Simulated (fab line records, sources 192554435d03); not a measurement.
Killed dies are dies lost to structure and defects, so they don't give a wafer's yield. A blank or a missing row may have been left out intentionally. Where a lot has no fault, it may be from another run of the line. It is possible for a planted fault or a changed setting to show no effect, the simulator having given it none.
Matching of chambers | flow n5Finfet | cmp-03 running N5_GATE_CUT_CMP_61: 4 sister chambers
The step polishes, stops on SiNx, t overpolish 3 s. 8 wafers are shown with their chamber, then 9 later ones without.

== WAFERS PAIRED WITH THEIR CHAMBERS ==
wafer  | chamber | motorCurrentA (A) | slurryFlowMlMin
L083.5 | 0       | 12.2              | 149.4
L087.1 | 2       | 11.6              | 150.3
L090.3 | 3       | 13.4              | 149.4
L090.4 | 0       | 12.1              | 149.6
L090.5 | 1       | 12.1              | 149.5
L092.2 | 3       | 13.1              | 149.9
L092.3 | 2       | 11.0              | 150.9
L092.5 | 1       | 11.9              | 150.3

== WAFERS WITH NO CHAMBER GIVEN ==
wafer  | motorCurrentA (A) | slurryFlowMlMin
L093.1 | 12.6              | 150.6
L093.4 | 12.4              | 149.6
L093.6 | 12.4              | 149.2
L095.2 | 11.9              | 150.1
L095.3 | 12.2              | 150.7
L095.4 | 12.0              | 151.1
L097.2 | 12.0              | 149.8
L097.3 | 11.4              | 150.7
L097.4 | 13.2              | 149.4

== EACH ONE'S CHAMBER ==
wafer  | from the rows above          | in truth
L093.1 | can't be placed: 1 or 0 or 3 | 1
L093.4 | can't be placed: 0 or 1      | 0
L093.6 | can't be placed: 0 or 1      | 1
L095.2 | can't be placed: 1 or 0      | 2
L095.3 | can't be placed: 1 or 0 or 2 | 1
L095.4 | can't be placed: 1 or 2 or 0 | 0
L097.2 | can't be placed: 1 or 0      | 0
L097.3 | 2                            | 2
L097.4 | 3                            | 3
Correctly placed: 2 of 9. From these rows, 7 cannot be placed; in 6 the true chamber is one of the candidates. Wrongly placed: 0.
How it was worked out, from the rows above alone: a wafer's distance from a chamber is the root of the sum, over the readings, of the square of ((its reading less the chamber's mean) divided by the reading's scatter). If the next closest chamber is less than 2 further off than the closest, the wafer can't be placed; otherwise it belongs to the closest. A chamber's mean is the mean of its shown wafers. How the scatter is found: for the shown wafers, subtract from each reading the mean of its chamber, square and add these, divide the total by (wafers less chambers), then take the root.
